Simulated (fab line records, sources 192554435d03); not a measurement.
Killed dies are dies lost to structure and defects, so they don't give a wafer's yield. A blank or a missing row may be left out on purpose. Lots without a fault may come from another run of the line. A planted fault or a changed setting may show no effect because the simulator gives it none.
Chamber matching | flow n5_finfet | N5_BEOL_M0_SAQP_STRIP_108 on rie_diel-06: 4 sister chambers
The step strips in N2/H2. 8 wafers are shown with their chamber, then 7 later ones without.

WAFERS WITH THEIR CHAMBER
wafer  | chamber | showerhead_plenum_p_Torr (Torr) | drypump_motor_current_A (A)
L086.6 | 3       | 3.22                            | 6.1
L088.3 | 2       | 3.45                            | 5.9
L088.5 | 2       | 3.45                            | 5.9
L091.1 | 0       | 3.16                            | 5.5
L091.5 | 3       | 3.21                            | 6.0
L091.6 | 1       | 3.29                            | 6.2
L092.1 | 0       | 3.16                            | 5.5
L092.3 | 1       | 3.29                            | 6.3

WAFERS WITHOUT THEIR CHAMBER
wafer  | showerhead_plenum_p_Torr (Torr) | drypump_motor_current_A (A)
L092.4 | 3.16                            | 5.5
L093.2 | 3.21                            | 6.0
L093.4 | 3.45                            | 5.9
L093.6 | 3.16                            | 5.5
L094.2 | 3.28                            | 6.2
L094.3 | 3.16                            | 5.5
L094.5 | 3.21                            | 6.0

WHICH CHAMBER EACH WENT THROUGH
wafer  | from the rows above | in truth
L092.4 | 0                   | 0
L093.2 | 3                   | 3
L093.4 | 2                   | 2
L093.6 | 0                   | 0
L094.2 | 1                   | 1
L094.3 | 0                   | 0
L094.5 | 3                   | 3
Placed correctly: 7 of 7. Can't be placed from these rows: 0. Placed wrongly: 0.
How it was worked out, from the rows above alone: a wafer's distance from a chamber is the root of the sum, over the readings, of the square of ((its reading less the chamber's mean) divided by the reading's scatter). The wafer belongs to the nearest chamber; if the next one is less than 2 further off, it can't be placed. A chamber's mean is the mean of its shown wafers. The scatter: the root of (the sum of the squares of (reading less its chamber's mean) over the shown wafers, divided by (wafers less chambers)).
